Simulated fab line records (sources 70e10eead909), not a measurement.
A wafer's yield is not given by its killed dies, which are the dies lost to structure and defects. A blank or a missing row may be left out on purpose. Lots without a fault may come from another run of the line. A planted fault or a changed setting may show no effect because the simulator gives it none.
fab line records | flow nand-harc | part 2 of 2: steps 5 to 6 of 6
record: lots: 24 wafers: 72 last-day: 33
route steps=1302 shown A_STAIRCASE@748
lots that met no fault: from a run of the same line without faults
start-h: hours from the record's first day to the start of the lot's first wafer shown | wait-h: hours from the lot's prior step to this one | " as in the row above | L1.1+2: a single row standing in for several wafers | - no value, or no start given | * or withheld: withheld | < > ~ a bound
route shown NAME@n: a module of which the file shows steps, and the number in the route of the first | usual: mean/standard deviation of fault-free wafers | same: alike in all rows | chamber/n: place in a boat | sites: per-site readings | _std_site: the standard deviation of these | _edge_site: the outer-site mean with the inner-site mean subtracted | radius-mm: for every site, how far away it sits from the centre of the wafer | mask NAME#n: copy n | behind: tool/chamber where the wafer was last shaped | hold: the reason the lot was held/the length of the hold in hours/how it ended | device: the transistor (n, p or np) that didn't switch | end of line: at the end of the route, the tests of the same wafers | a step without rows: its recipe alone | killed: dies lost to structure and defects at the first sort, not the wafer's yield | map: dies across one wafer; x = killed, . = not, _ = none there
set.NAME: setting as actually run; set.NAME@STEP: the setting as run at that earlier step | model.NAME: the simulator's own value behind a step, which no gauge read
one table for each step of the route and one row for each wafer, over a sample of lots
services: the hour from which a tool's chamber was out of use, counted from the record's first day as start-h (under 0 if before that day), plus the number of hours and why
== steps ==
step: NHARC_A_STAIRCASE_DESCUM_312
recipe: time-s: 3 o2-flow-sccm: 200 ar-flow-sccm: 0 bias-power-w: 0 chemistry: O2
usual: drypump-motor-current-A: 5.6/0.35 oes-product-au: 0.997/0.0094 rf-vpp-V: 57.9/0.88 showerhead-plenum-p-Torr: 1.93/0.082 throttle-valve-pct: 11.311/0.0096
same: bias-power-w: 0
columns lot.wafer tool chamber start-h wait-h drypump-motor-current-A oes-product-au rf-hours-counter-h rf-vpp-V showerhead-plenum-p-Torr throttle-valve-pct
L074.1 rie-diel-06 2 390.83 - 6.3 0.982 26 57.8 1.93 11.307
L074.5 " 3 " " 5.3 0.998 - 57.2 1.91 11.309
L074.6 " 0 " " 5.2 0.998 - 59.4 1.84 11.315
L075.2 rie-diel-01 3 398.24 - 6.1 0.993 3 57.1 2.04 11.325
L075.4 " 1 " " 6.0 1.000 3 57.2 1.93 11.297
L075.5 " 3 " " 6.1 0.991 - 58.8 2.04 11.306
L076.4 rie-diel-06 3 400.01 - 5.3 1.004 26 58.1 1.91 11.322
L076.2 " 0 " " 5.3 0.992 30 58.1 1.84 11.328
L076.1 " 1 " " 5.6 0.999 29 57.6 1.77 11.324
L077.3 rie-diel-01 2 410.35 - 5.5 0.993 7 57.2 1.89 11.299
L077.4 " 3 " " 6.1 0.992 7 59.1 2.04 11.309
L077.5 " 1 " " 6.0 0.987 - 58.9 1.93 11.299
L078.4 rie-diel-06 0 419.09 - 5.3 1.013 35 56.9 1.84 11.309
L078.1 " 1 " " 5.6 0.998 34 57.5 1.77 11.322
L078.3 " 3 " " 5.3 1.009 29 57.5 1.91 11.298
L080.3 rie-diel-13 3 437.67 - 5.9 1.013 32 57.5 1.93 11.305
L080.2 " 1 " " 5.9 1.009 28 58.3 2.03 11.308
L080.5 " 2 " " 5.5 1.009 - 57.8 1.93 11.301
L079.2 rie-diel-06 0 439.50 - 5.2 0.993 39 58.0 1.84 11.323
L079.1 " 2 " " 6.2 0.978 37 57.0 1.92 11.324
L079.3 " 3 " " 5.3 0.996 34 57.5 1.90 11.307
L081.3 rie-diel-13 1 460.88 - 5.9 0.998 41 59.4 2.03 11.310
L081.6 " 1 " " 5.9 1.006 - 58.4 2.03 11.316
L081.5 " 2 " " 5.5 1.004 - 57.9 1.92 11.306
L083.2 rie-diel-01 3 479.40 - 6.1 0.990 27 57.9 2.03 11.295
L083.3 " 2 " " 5.5 0.992 31 57.1 1.88 11.308
L083.6 " 0 " " 5.4 0.997 - 57.6 2.05 11.316
L082.2 rie-diel-01 3 483.16 - 6.1 0.987 29 59.2 2.03 11.307
L082.5 " 0 " " 5.4 1.006 - 57.1 2.05 11.307
L082.4 " 3 " " 6.1 0.983 - 57.2 2.03 11.308
L084.3 rie-diel-06 0 493.71 - 5.3 1.004 0 57.2 1.83 11.319
L084.6 " 3 " " 5.3 0.988 - 57.0 1.90 11.310
L084.5 " 0 " " 5.2 1.002 - 57.5 1.83 11.315
L086.2 rie-diel-01 2 497.55 - 5.5 0.994 37 58.1 1.88 11.315
L086.5 " 3 " " 6.1 0.992 - 58.5 2.03 11.302
L086.6 " 0 " " 5.4 1.012 - 58.0 2.05 11.305
L085.4 rie-diel-13 3 504.36 - 5.9 1.017 58 58.7 1.92 11.327
L085.3 " 0 " " 5.3 0.996 58 59.0 1.94 11.310
L085.5 " 2 " " 5.6 1.007 - 57.3 1.92 11.318
L087.3 rie-diel-06 1 506.20 - 5.6 0.998 3 58.0 2.08 11.301
L087.5 " 3 " " 5.3 0.999 - 59.2 1.90 11.318
L087.6 " 0 " " 5.3 1.007 - 58.6 1.83 11.308
L088.1 rie-diel-01 3 530.11 - 6.1 0.990 48 57.9 2.02 11.300
L088.3 " 0 " " 5.4 0.992 49 57.7 2.04 11.304
L088.6 " 2 " " 5.5 1.000 - 59.3 1.88 11.316
L089.1 rie-diel-01 2 530.26 - 5.5 1.000 50 58.4 1.88 11.320
L089.4 " 1 " " 6.0 0.995 38 57.5 1.92 11.308
L089.5 " 3 " " 6.1 0.992 - 57.5 2.02 11.313
L090.3 rie-diel-06 3 543.01 - 5.3 0.996 18 58.3 1.89 11.316
L090.2 " 0 " " 5.2 1.010 19 54.5 1.82 11.314
L090.6 " 1 " " 5.6 0.991 - 58.5 2.07 11.311
L091.4 rie-diel-06 3 564.02 - 5.3 0.994 25 58.1 1.89 11.297
L091.3 " 1 " " 5.6 0.988 26 58.0 2.07 11.306
L091.5 " 0 " " 5.2 1.006 - 57.4 1.82 11.313
L093.1 rie-diel-13 1 564.68 - 5.9 0.997 12 58.0 2.02 11.313
L093.5 " 3 " " 5.9 1.015 - 57.9 1.92 11.307
L093.6 " 0 " " 5.2 0.987 - 57.7 1.94 11.310
L092.2 rie-diel-06 3 568.31 - 5.3 0.991 26 56.6 1.89 11.315
L092.1 " 0 " " 5.3 1.026 29 58.2 1.82 11.325
L092.5 " 2 " " 6.3 0.982 - 59.6 1.91 11.303
L094.1 rie-diel-06 1 579.44 - 5.6 1.000 31 57.2 2.07 11.313
L094.2 " 3 " " 5.3 0.996 30 58.4 1.89 11.300
L094.5 " 0 " " 5.3 1.002 - 55.9 1.82 11.335
L096.2 rie-diel-06 2 597.27 - 6.3 0.989 33 57.3 1.91 11.314
L096.3 " 3 " " 5.3 0.998 35 57.1 1.89 11.298
L096.4 " 1 " " 5.6 0.986 36 57.4 2.06 11.310
L095.4 rie-diel-01 0 601.20 - 5.4 0.989 12 59.3 2.03 11.325
L095.2 " 2 " " 5.5 0.985 15 57.6 1.87 11.322
L095.5 " 0 " " 5.4 0.993 - 59.9 2.03 11.322
L097.2 rie-diel-01 2 608.27 - 5.5 0.988 16 56.0 1.87 11.305
L097.3 " 3 " " 6.1 1.007 13 58.5 2.02 11.313
L097.6 " 2 " " 5.5 0.988 - 57.2 1.87 11.320
step: NHARC_A_STAIRCASE_ETCH_453
recipe: target-depth-a: 300 overetch-a: 30 time-s: 16.5 ion-energy-ev: 100 cf4-flow-sccm: 80 o2-flow-sccm: 20 ar-flow-sccm: 0 rf-w: 300 bias-w: 100 chemistry: CF4/O2
usual: drypump-motor-current-A: 5.6/0.36 oes_o_777_au: 1.000/0.0044 oes-product-au: 0.998/0.0095 rf-vpp-V: 198.2/1.5 showerhead-plenum-p-Torr: 1.35/0.058 throttle-valve-pct: 13.398/0.0098
columns lot.wafer tool chamber start-h wait-h drypump-motor-current-A oes_o_777_au oes-product-au rf-hours-counter-h rf-vpp-V showerhead-plenum-p-Torr throttle-valve-pct
L074.1 rie-diel-06 1 - - 5.6 0.993 0.986 27 195.1 1.24 13.415
L074.5 " 1 " " 5.6 1.003 0.998 - 193.9 1.24 13.423
L074.6 " 2 " " 6.3 1.000 0.977 - 198.6 1.34 13.389
L075.4 rie-diel-01 3 - - 6.1 1.004 1.003 4 200.2 1.42 13.400
L075.2 " 2 " " 5.5 1.004 0.986 4 196.9 1.32 13.386
L075.5 " 0 " " 5.4 1.001 1.002 - 199.7 1.43 13.401
L076.4 rie-diel-06 3 - - 5.3 0.998 1.006 26 197.4 1.33 13.388
L076.1 " 1 " " 5.5 1.000 0.993 30 197.2 1.24 13.385
L076.2 " 2 " " 6.2 0.999 0.987 29 197.4 1.34 13.389
L077.4 rie-diel-01 0 - - 5.4 0.998 0.989 7 201.2 1.43 13.390
L077.3 " 1 " " 6.0 0.991 0.978 7 198.4 1.35 13.397
L077.5 " 0 " " 5.4 0.997 0.991 - 199.7 1.43 13.389
L078.1 rie-diel-06 3 - - 5.3 1.003 1.011 29 198.6 1.33 13.406
L078.3 " 1 " " 5.6 1.003 0.988 34 197.1 1.24 13.403
L078.4 " 2 " " 6.2 0.996 0.990 32 198.7 1.34 13.402
L080.3 rie-diel-13 1 - - 5.9 1.003 1.010 28 200.4 1.42 13.414
L080.2 " 2 " " 5.5 1.008 1.012 29 198.6 1.34 13.404
L080.5 " 1 " " 5.9 1.009 1.001 - 199.5 1.42 13.399
L079.1 rie-diel-06 2 - - 6.3 0.998 0.987 37 198.7 1.34 13.400
L079.2 " 3 " " 5.3 1.005 1.002 34 197.3 1.33 13.402
L079.3 " 0 " " 5.3 0.994 0.999 39 196.0 1.28 13.396
L081.3 rie-diel-13 3 - - 5.9 1.001 1.018 42 197.3 1.35 13.404
L081.5 " 2 " " 5.5 1.005 1.006 - 198.9 1.34 13.399
L081.6 " 3 " " 5.9 1.002 1.014 - 198.0 1.35 13.387
L083.2 rie-diel-01 3 - - 6.1 1.000 0.994 27 199.6 1.41 13.388
L083.3 " 2 " " 5.5 1.003 0.992 31 196.3 1.32 13.392
L083.6 " 0 " " 5.4 1.002 1.002 - 199.9 1.43 13.402
L082.2 rie-diel-01 0 - - 5.4 0.998 0.999 31 198.9 1.43 13.387
L082.5 " 0 " " 5.4 1.003 1.000 - 198.6 1.43 13.388
L082.4 " 3 " " 6.1 0.998 0.988 - 198.8 1.41 13.395
L084.3 rie-diel-06 0 - - 5.3 1.001 1.022 0 196.6 1.28 13.399
L084.6 " 0 " " 5.3 0.996 1.016 - 194.7 1.28 13.414
L084.5 " 1 " " 5.6 0.996 1.008 - 199.6 1.45 13.402
L086.2 rie-diel-01 0 - - 5.4 0.994 1.007 33 199.5 1.43 13.389
L086.5 " 2 " " 5.5 1.003 1.004 - 198.7 1.31 13.398
L086.6 " 0 " " 5.4 0.989 1.008 - 199.3 1.43 13.382
L085.3 rie-diel-13 0 - - 5.2 1.002 1.014 58 199.0 1.35 13.399
L085.4 " 1 " " 5.9 0.992 1.009 56 199.0 1.41 13.406
L085.5 " 0 " " 5.2 0.996 0.999 - 197.9 1.35 13.400
L087.3 rie-diel-06 3 - - 5.3 0.994 1.000 4 196.0 1.32 13.397
L087.5 " 1 " " 5.6 0.999 1.004 - 200.2 1.45 13.401
L087.6 " 2 " " 6.3 0.996 0.998 - 197.5 1.34 13.398
L088.3 rie-diel-01 1 - - 6.0 0.995 0.986 38 197.2 1.34 13.394
L088.1 " 2 " " 5.5 0.999 0.993 50 198.3 1.31 13.391
L088.6 " 0 " " 5.4 0.992 0.994 - 202.3 1.42 13.414
L089.4 rie-diel-01 1 - - 6.0 0.991 0.997 39 197.0 1.34 13.403
L089.1 " 2 " " 5.5 0.999 0.997 51 197.3 1.31 13.389
L089.5 " 2 " " 5.5 0.997 1.009 - 198.1 1.31 13.395
L090.2 rie-diel-06 1 - - 5.5 1.004 0.994 19 200.7 1.44 13.408
L090.3 " 2 " " 6.3 1.001 1.000 18 196.9 1.33 13.397
L090.6 " 1 " " 5.6 1.001 0.985 - 200.5 1.44 13.398
L091.4 rie-diel-06 2 - - 6.2 0.997 0.990 24 197.8 1.33 13.384
L091.3 " 0 " " 5.2 0.993 1.014 27 197.0 1.27 13.393
L091.5 " 2 " " 6.2 0.994 0.993 - 197.0 1.33 13.409
L093.1 rie-diel-13 2 - - 5.5 1.001 0.995 13 196.7 1.33 13.410
L093.6 " 0 " " 5.3 0.992 0.994 - 198.3 1.35 13.393
L093.5 " 1 " " 5.9 1.000 0.997 - 199.9 1.41 13.390
L092.2 rie-diel-06 0 - - 5.2 1.000 1.001 29 196.7 1.27 13.398
L092.1 " 1 " " 5.6 1.004 0.995 28 198.8 1.44 13.394
L092.5 " 3 " " 5.3 0.997 0.990 - 197.4 1.32 13.402
L094.1 rie-diel-06 1 - - 5.6 1.000 0.995 31 200.4 1.44 13.412
L094.2 " 2 " " 6.3 0.999 0.999 29 197.7 1.33 13.396
L094.5 " 1 " " 5.6 1.000 0.994 - 200.7 1.44 13.379
L096.3 rie-diel-06 1 - - 5.6 0.992 0.983 36 202.3 1.44 13.404
L096.4 " 2 " " 6.2 0.999 0.990 34 197.4 1.33 13.401
L096.2 " 3 " " 5.3 1.003 0.991 36 198.9 1.32 13.406
L095.4 rie-diel-01 1 - - 6.0 1.002 0.994 15 197.7 1.33 13.387
L095.2 " 2 " " 5.5 1.003 1.002 15 196.6 1.31 13.390
L095.5 " 3 " " 6.1 1.001 1.014 - 198.6 1.40 13.401
L097.2 rie-diel-01 3 - - 6.1 0.997 0.994 15 198.7 1.40 13.387
L097.3 " 2 " " 5.5 0.998 0.984 18 196.9 1.31 13.387
L097.6 " 3 " " 6.1 0.998 0.993 - 198.1 1.40 13.397
== services ==
columns tool chamber start-h hours kind
rie-diel-06 0 340.74 - clean
rie-diel-06 1 340.74 - clean
rie-diel-06 2 340.74 - clean
rie-diel-06 3 340.74 - clean
rie-diel-13 - 342.00 9.0 pm
rie-diel-01 3 354.00 1.6 repair
rie-diel-06 0 365.24 - clean
rie-diel-06 1 370.89 3.9 repair
acl-dep-01 - 372.94 13.0 pm
rie-diel-01 0 373.04 3.4 repair
rie-diel-01 - 380.82 9.0 pm
rie-diel-06 - 389.19 0.8 repair
rie-diel-06 2 401.85 4.8 repair
acl-dep-02 - 425.53 13.0 pm
rie-diel-06 0 429.63 4.8 repair
acl-dep-03 - 480.28 13.0 pm
rie-diel-06 - 484.70 9.0 pm
rie-diel-13 - 519.00 9.0 pm
acl-dep-01 - 554.39 13.0 pm
rie-diel-01 - 557.82 9.0 pm
rie-diel-13 3 571.34 4.3 repair
rie-diel-13 0 583.55 8.3 repair
rie-diel-06 - 588.48 2.4 repair
acl-dep-02 - 607.39 13.0 pm
